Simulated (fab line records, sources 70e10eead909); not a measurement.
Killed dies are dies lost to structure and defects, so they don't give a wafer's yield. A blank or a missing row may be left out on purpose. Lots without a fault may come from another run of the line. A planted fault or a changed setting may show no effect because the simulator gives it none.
A struck lot beside a sound one | flow nand_harc | 41 steps out of a route of 1302
Sound: wafers L726.2, L726.3, L726.6. Struck: wafers L735.2, L735.4, L735.5. The cause comes at the end.
At each step with rows: each side's tool, then ch and its chambers, then its first start. Under that, the readings that differ: sound wafers | struck wafers | difference of the means | sigmas: that difference in standard deviations of wafers without a fault.
alike: readings whose means differ by less than 2 such deviations, and words and numbers that are the same on both sides. not compared: withheld readings, readings that some wafer has no value for, bounds like >300 that may hide the same value, and numbers for which the record gives no deviation and whose values overlap.
The two part at a step that has a row with sigmas, a row that says differs or no value, or rows on one side only. Numbers that don't overlap but have no deviation are shown without sigmas and don't part them. A reading that every wafer of one side lacks parts them only if that side has two wafers or more.

first, 3 steps without rows for these wafers: NHARC_A_CHANNEL_HOLE_D2_STRIP_41 (strips in N2/H2); NHARC_A_CHANNEL_HOLE_D2_STRIP_42 (strips in CF4/CHF3); NHARC_A_CHANNEL_HOLE_D2_STRIP_43 (strips in O2/COS).
NHARC_A_CHANNEL_HOLE_D2_ETCH_44: etches the open film in CF4/O2, target depth 140 nm, overetch 14 nm, time 77 s.
  sound on rie_diel-10 ch 2,3, day 15 03:20; struck on rie_diel-13 ch 1,2,3, day 18 18:10
  reading            | sound             | struck            | difference | sigmas
  mfc_ar_sccm (sccm) | 0.006 0.038 0.038 | 0 0 0.008         | +0         | -3
  rf_vpp_V (V)       | 199.4 198.7 198.0 | 194.7 195.2 196.2 | -3.3       | -2
  alike: drypump_motor_current_A, oes_o_777_au, oes_product_au, showerhead_plenum_p_Torr, throttle_valve_pct
  not compared: rf_hours_counter_h
then, 3 steps without rows for these wafers: NHARC_A_CHANNEL_HOLE_D2_STRIP_28 (strips in O2); NHARC_A_CHANNEL_HOLE_D2_PRECLEAN_29 (cleans in SC1); NHARC_A_CHANNEL_HOLE_D2_SRD_30.
NHARC_A_CHANNEL_HOLE_D2_CD_MEAS_31:
  sound on cd_sem-02, day 15 04:08; struck on cd_sem-01, day 18 18:56
  reading    | sound          | struck         | difference | sigmas
  cd_nm (nm) | 89.8 90.9 91.0 | 85.9 86.0 88.0 | -3.9       | -2
then, 1 step without rows for these wafers: NHARC_A_CHANNEL_HOLE_D2_XSEM_32.
NHARC_A_CHANNEL_HOLE_D2_INSPECT_40:
  sound on defect_inspect-02, day 15 04:20; struck on defect_inspect-02, day 18 19:08
  alike: raw_defect_count
then, 2 steps without rows for these wafers: NHARC_A_CHANNEL_FILL_D2_PRECLEAN_00 (cleans in SC1); NHARC_A_CHANNEL_FILL_D2_SRD_01.
NHARC_A_CHANNEL_FILL_D2_ALD_02: deposits SiO2, target thk 6 nm, pulse time 10 s, ald cycles 60.
  sound on ald_hk-02 ch 0,2,3, day 15 04:35; struck on ald_hk-02 ch 2,3, day 18 19:19
  no value came back on the struck wafers for ald_cycles, heater_power_outer_w (W), heater_power_w (W), precursor_pulse_height_rel; on the sound wafers ald_cycles reads 60 60 60
NHARC_A_CHANNEL_FILL_D2_ALD_03: deposits SiNx, target thk 6 nm, pulse time 60 s, ald cycles 58.
  sound on ald_sin_batch-03 ch 0; struck on ald_sin_batch-01 ch 0
  alike: chamber_pressure_Torr, precursor_pulse_height_rel
then, 12 steps without rows for these wafers: NHARC_A_CHANNEL_FILL_D2_ALD_14 (deposits SiO2, target thk 2.5 nm, pulse time 10 s, ald cycles 25); NHARC_A_CHANNEL_FILL_D2_ALD_15 (deposits SiNx, target thk 2 nm, pulse time 60 s, ald cycles 19); NHARC_A_CHANNEL_FILL_D2_ALD_16 (deposits SiO2, target thk 1.5 nm, pulse time 10 s, ald cycles 15); NHARC_A_CHANNEL_FILL_D2_ANNEAL_17 (time 1800 s); NHARC_A_CHANNEL_FILL_D2_CVD_18 (deposits poly-Si, target thk 3 nm); NHARC_A_CHANNEL_FILL_D2_ETCHBACK_19 (etches the open film in HBr/Cl2, target depth 5 nm, time 1.7 s); NHARC_A_CHANNEL_FILL_D2_ETCHBACK_20 (etches the open film in C4F8/O2/Ar, target depth 27 nm, time 13.5 s); NHARC_A_CHANNEL_FILL_D2_STRIP_28 (strips in O2, time 20 s); NHARC_A_CHANNEL_FILL_D2_PRECLEAN_21 (cleans in dHF, time 30 s); NHARC_A_CHANNEL_FILL_D2_SRD_23; NHARC_A_CHANNEL_FILL_D2_CVD_05 (deposits poly-Si, target thk 5 nm); NHARC_A_CHANNEL_FILL_D2_ANNEAL_22 (time 7200 s).
NHARC_A_CHANNEL_FILL_D2_ALD_25: deposits SiOx, target thk 60 nm, pulse time 10 s, ald cycles 600.
  sound on ald_hk-01 ch 0,2,3, day 16 18:10; struck on ald_hk-02 ch 0,2,3, day 20 10:32
  alike: heater_power_outer_w, heater_power_w, precursor_pulse_height_rel
then, 5 steps without rows for these wafers: NHARC_A_CHANNEL_FILL_D2_ETCHBACK_08 (etches the open film in C4F8, target depth 220 nm, time 110 s); NHARC_A_CHANNEL_FILL_D2_STRIP_29 (strips in O2, time 20 s); NHARC_A_CHANNEL_FILL_D2_PRECLEAN_30 (cleans in dHF, time 30 s); NHARC_A_CHANNEL_FILL_D2_SRD_31; NHARC_A_CHANNEL_FILL_D2_CVD_09 (deposits poly-Si, target thk 150 nm, time 3000 s).
NHARC_A_CHANNEL_FILL_D2_CMP_10: polishes, target thk 150 nm.
  sound on cmp-02 ch 0,2, day 17 04:52; struck on cmp-03 ch 0,2, day 20 21:49
  alike: motor_current_A, slurry_flow_ml_min, time_to_endpoint_s
then, 2 steps without rows for these wafers: NHARC_A_CHANNEL_FILL_D2_SRD_12; NHARC_A_CHANNEL_FILL_D2_RTA_24 (time 5 s).
NHARC_A_CHANNEL_FILL_D2_INSPECT_13:
  sound on defect_inspect-01, day 17 05:29; struck on defect_inspect-02, day 20 22:32
  alike: raw_defect_count
NHARC_A_STAIRCASE_DEP_156: deposits SiNx, target thk 50 nm.
  sound on pecvd-02 ch 0,1,2, day 17 05:33; struck on pecvd-03 ch 0,1, day 20 22:40
  alike: heater_power_w
then, 2 steps without rows for these wafers: NHARC_A_STAIRCASE_DEHYDRATE_158 (time 120 s); NHARC_A_STAIRCASE_HMDS_159 (time 30 s).
-- the record jumps here: 9 days lie between the struck wafers' starts before and after (it left off in module A_STAIRCASE and takes up again in module END, whose first step shown is number 1301 of the route) --
NHARC_END_WLT_00:
  sound on prober-01, day 25 16:16; struck on prober-02, day 29 17:15
  reading                           | sound             | struck            | difference | sigmas
  VT_DECK1_BOTTOM                   | 0.862 0.871 0.882 | 6.052 5.997 6.001 | +5.145     | +99 or more
  VT_DECK1_BOTTOM_INNER             | 0.871 0.879 0.877 | 6.047 6.024 6.001 | +5.148     | +99 or more
  VT_DECK1_MEDIAN_NEAR_BOTTOM       | 0.873 0.879 0.885 | 5.998 6.059 6.008 | +5.143     | +99 or more
  VT_DECK1_MEDIAN_NEAR_BOTTOM_INNER | 0.877 0.880 0.878 | 6.040 5.987 5.960 | +5.117     | +99 or more
  VT_DECK1_MIDDLE                   | 0.880 0.888 0.887 | 5.994 6.048 6.000 | +5.129     | +99 or more
  VT_DECK1_MIDDLE_INNER             | 0.880 0.885 0.880 | 6.036 5.998 5.997 | +5.129     | +99 or more
  VT_DECK1_TOP                      | 0.898 0.892 0.893 | 6.015 5.969 6.013 | +5.105     | +99 or more
  VT_DECK1_TOP_INNER                | 0.898 0.890 0.889 | 6.064 5.972 5.991 | +5.117     | +99 or more
  VT_DECK2_BOTTOM                   | 0.879 0.873 0.880 | 6.021 6.022 5.972 | +5.128     | +99 or more
  VT_DECK2_BOTTOM_INNER             | 0.880 0.870 0.873 | 5.971 5.966 6.005 | +5.106     | +99 or more
  VT_DECK2_MEDIAN_NEAR_BOTTOM       | 0.873 0.873 0.882 | 6.027 5.991 6.002 | +5.131     | +99 or more
  VT_DECK2_MEDIAN_NEAR_BOTTOM_INNER | 0.880 0.878 0.875 | 6.072 5.985 5.995 | +5.140     | +99 or more
  VT_DECK2_MIDDLE                   | 0.887 0.886 0.883 | 5.970 6.020 6.008 | +5.114     | +99 or more
  VT_DECK2_MIDDLE_INNER             | 0.877 0.882 0.883 | 5.980 6.018 6.037 | +5.131     | +99 or more
  VT_DECK2_TOP                      | 0.892 0.895 0.899 | 6.015 6.027 5.947 | +5.101     | +99 or more
  VT_DECK2_TOP_INNER                | 0.895 0.906 0.895 | 6.001 6.056 5.953 | +5.105     | +99 or more
  not compared: hold
NHARC_END_SORT_01:
  the record has rows for the sound wafers here (prober-01 ch 0, day 25 19:33) and none for the struck ones

WHERE THEY PART
First at NHARC_A_CHANNEL_HOLE_D2_ETCH_44; last, within this record, at NHARC_END_SORT_01.

WHY: what the simulator had put in
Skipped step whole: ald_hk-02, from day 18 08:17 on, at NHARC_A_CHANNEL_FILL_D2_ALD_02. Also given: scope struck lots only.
